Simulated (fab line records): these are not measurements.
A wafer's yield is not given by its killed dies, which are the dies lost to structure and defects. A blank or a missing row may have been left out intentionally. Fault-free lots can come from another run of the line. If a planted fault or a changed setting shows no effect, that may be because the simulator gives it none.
Struck lot and sound lot, side by side :: flow n5 finfet :: 43 out of 1938 route steps
Sound: wafers L439.2, L439.3, L439.5. Wafers L445.1, L445.3, L445.6 were the ones struck. The cause is given at the end.
Each step with rows lists, per side, the tool, then ch with its chambers, then its first start. Under that, the readings that differ: sound wafers :: struck wafers :: difference of the means :: sigmas: that difference in standard deviations of wafers without a fault.
alike: readings whose means differ by less than 2 such deviations, and words and numbers that are the same on both sides. not compared: withheld readings, readings that some wafer has no value for, bounds like >300 that may hide the same value, and numbers for which the record gives no deviation and whose values overlap.
Wherever a step has rows on one side only, a row that says differs or no value, or a row with sigmas, the two part there. Numbers that don't overlap but have no deviation are shown without sigmas and don't part them. Lack of a reading on every wafer of one side parts them only where that side has two or more wafers.

first, 1 step without rows for these wafers: N5_SD_EPI_P_STRIP_38 (strips in N2/H2).
N5_SD_EPI_P_ETCHBACK_46: etches SiNx in CH3F/O2, stops on SiO2, target depth 17.5 nm.
  sound on rie diel-05 ch 0,1,3, day 3 05:25; struck on rie diel-02 ch 1,2,3, day 4 19:50
  alike: drypump motor current A, oes_o_777_au, oes product au, rf vpp V, showerhead plenum p Torr, throttle valve pct
  not compared: rf hours counter h
then, 3 steps without rows for these wafers: N5_SD_EPI_P_ETCH_47 (etches SiOCN in CH3F/O2, target depth 25 nm); N5_SD_EPI_P_ETCH_16 (etches SiO2 in CHF3/O2, target depth 5 nm); N5_SD_EPI_P_STRIP_50 (strips in CHF3/O2).
N5_SD_EPI_P_SD_RECESS_17: chemistry HBr/Cl2/O2, target depth 39.1 nm, bt time 3 s.
  sound on rie si-02 ch 1,2, day 3 05:41; struck on rie si-05 ch 1,2,3, day 4 20:06
  alike: drypump motor current A, oes_o_777_au, oes product au, throttle valve pct
  not compared: rf hours counter h
then, 6 steps without rows for these wafers: N5_SD_EPI_P_WET_ETCH_45 (etches SiO2 in dHF, time 10.7 s, target depth 2 nm, rinse time 30 s); N5_SD_EPI_P_STRIP_40 (strips in N2/H2); N5_SD_EPI_P_PRECLEAN_52 (cleans in O3/DIW, time 60 s); N5_SD_EPI_P_SRD_20 (time 30 s); N5_SD_EPI_P_PRECLEAN_51 (cleans in NF3:NH3, afs cycles 1, time 20 s, sublimation time 60 s); N5_SD_EPI_P_VAPOR_ETCH_44 (etches SiGe30 in NF3/Ar, time 3.3 s).
N5_SD_EPI_P_EPI_21: deposits SiGe:B, time 355 s.
  sound on epi rpcvd-01 ch 0, day 3 06:43; struck on epi rpcvd-03 ch 0, day 4 20:46
reading: epi growth time s (s)
sound: 355 355 355
struck: 484.84 484.84 484.84
difference: +129.84
sigmas: 

reading: model.SiGe-B_of_SD_EPI_P_EPI_21.thk nm (nm)
sound: 61.4 61.2 61.6
struck: 74.8 74.2 75.6
difference: +13.5
sigmas: 
N5_SD_EPI_P_EPI_MEAS_23:
  struck on film metro-01, day 4 22:57; sound on film metro-02, day 3 08:33
reading: thk nm (nm)
sound: 58.5 61.2 62.3
struck: 75.7 74.3 75.0
difference: +14.3
sigmas: +10
then, 6 steps without rows for these wafers: N5_SD_EPI_P_HM_STRIP_48 (strips SiNx in H3PO4, material SiNx, target depth 3 nm); N5_SD_EPI_P_SRD_49 (time 30 s); N5_SD_EPI_P_PRECLEAN_24 (cleans in O3/DIW, time 45 s); N5_SD_EPI_P_PRECLEAN_32 (cleans in dHF, time 10 s); N5_SD_EPI_P_PRECLEAN_33 (cleans in SC2, time 45 s); N5_SD_EPI_P_SRD_25 (time 30 s).
N5_SD_EPI_P_INSPECT_26: inspects for defects (darkfield).
  struck on defect inspect-01, day 4 23:08; sound on defect inspect-01, day 3 08:43
  alike: raw defect count
then, 1 step without rows for these wafers: N5_SD_ACTIVATION_RTA_00 (time 0 s).
N5_SD_ACTIVATION_LSA_01: time 0.0008 s.
  sound on laser anneal-01 ch 0, day 3 08:59; struck on laser anneal-01 ch 0, day 4 23:31
  alike: wafer_temp_C_max
N5_SD_ACTIVATION_RS_MEAS_03: the measuring method here is four-point-probe.
  struck on film metro-02, day 4 23:43; sound on film metro-01, day 3 09:10
reading: RS_SD_P (ohm/sq)
sound: 56.2 56.8 56.9
struck: 45.0 45.3 44.5
difference: -11.7
sigmas: -13
  alike: RS_SD_N
N5_SD_ACTIVATION_INSPECT_02: inspects for defects (darkfield).
  struck on defect inspect-01, day 5 00:03; sound on defect inspect-01, day 3 09:28
  alike: raw defect count
then, 4 steps without rows for these wafers: N5_ILD0_LINER_00 (material SiNx, target thk 4 nm, pulse time 1 s, purge time 2 s); N5_ILD0_FCVD_FILL_01 (material SiO2 flowable, target thk 200 nm, time 328.3 s); N5_ILD0_CURE_02 (time 1800 s); N5_ILD0_CMP_03 (polishes, stops on SiNx, t overpolish 1.9 s, target thk 197.38 nm).
N5_ILD0_THK_MEAS_04:
  struck on film metro-02, day 5 02:44; sound on film metro-02, day 3 12:10
  alike: thk nm
N5_ILD0_CMP_07: polishes SiO2 flowable, stops on poly-Si, t overpolish 1.18 s, target thk 138.88 nm.
  sound on cmp-01 ch 0,2, day 3 12:14; struck on cmp-03 ch 0,3, day 5 02:49
reading: head pressure psi (psi)
sound: 4.163 4.169 4.149
struck: 4.136 4.147 4.139
difference: -0.020
sigmas: -2
  alike: motor current A
  not compared: pad life wafers
N5_ILD0_THK_MEAS_08:
  struck on film metro-02, day 5 03:04; sound on film metro-02, day 3 12:29
  alike: thk nm
then, 3 steps without rows for these wafers: N5_ILD0_PRECLEAN_10 (cleans in NF3:NH3, afs cycles 5, time 20 s, sublimation time 60 s); N5_ILD0_ALD_15 (deposits SiNx, target thk 24 nm, pulse time 1 s, ald cycles 480); N5_ILD0_CMP_12 (polishes SiNx, stops on poly-Si, t overpolish 6 s, target thk 17.67 nm).
N5_ILD0_THK_MEAS_13:
  struck on film metro-02, day 5 06:17; sound on film metro-02, day 3 15:45
  alike: thk nm
N5_ILD0_INSPECT_06: inspects for defects (darkfield).
  struck on defect inspect-02, day 5 06:19; sound on defect inspect-02, day 3 15:46
  alike: raw defect count
N5_SDB_HM_DEP_00: deposits SiNx from SiH4/NH3/N2, target thk 40 nm, time 35.3 s.
  sound on pecvd-04 ch 0,1,2, day 3 15:49; struck on pecvd-04 ch 1,2, day 5 06:20
  alike: heater power w, showerhead plenum p Torr, throttle valve pct
  not compared: since wet clean h
then, 3 steps without rows for these wafers: N5_SDB_COAT_03 (time 60 s, resist thk 100 nm); N5_SDB_COAT_04 (time 60 s, resist thk 18 nm); N5_SDB_COAT_05 (resist thk 90 nm).
N5_MOL_CONTACT_COAG_ETCH_110: etches Si in CF4/O2, target depth 2.5 nm, time 8 s.
  sound on rie diel-03 ch 0,1,2, day 4 13:50; struck on rie diel-04 ch 0,1,2, day 6 04:42
reading: model.SiGe-B_of_SD_EPI_P_EPI_21.thk nm (nm)
sound: 58.4 58.2 58.6
struck: 71.2 70.6 72
difference: +12.9
sigmas: 
  alike: drypump motor current A, oes_o_777_au, oes product au, rf vpp V, showerhead plenum p Torr, throttle valve pct
  not compared: rf hours counter h
-- the record jumps here: 6 days lie between the struck wafers' starts before and after (it left off in module MOL_CONTACT_COAG and takes up again in module BEOL_M4, whose first step shown is number 1111 of the route) --
N5_BEOL_M4_RC_MEAS_101:
  sound on prober-02 ch 0, day 10 21:08; struck on prober-02 ch 0, day 12 13:32
reading: RS_SD_P (ohm/sq)
sound: 66.5 67.2 66.7
struck: 53.3 54.0 52.9
difference: -13.4
sigmas: -13
  alike: DIBL_N, DIBL_P, IOFF_N, IOFF_P, ION_N, ION_P, SS_N, SS_P, VT_N, VT_P

WHERE THEY PART
At N5_SD_EPI_P_EPI_MEAS_23 first; at N5_BEOL_M4_RC_MEAS_101 last (within this record only).

WHY: whatever the simulator had introduced
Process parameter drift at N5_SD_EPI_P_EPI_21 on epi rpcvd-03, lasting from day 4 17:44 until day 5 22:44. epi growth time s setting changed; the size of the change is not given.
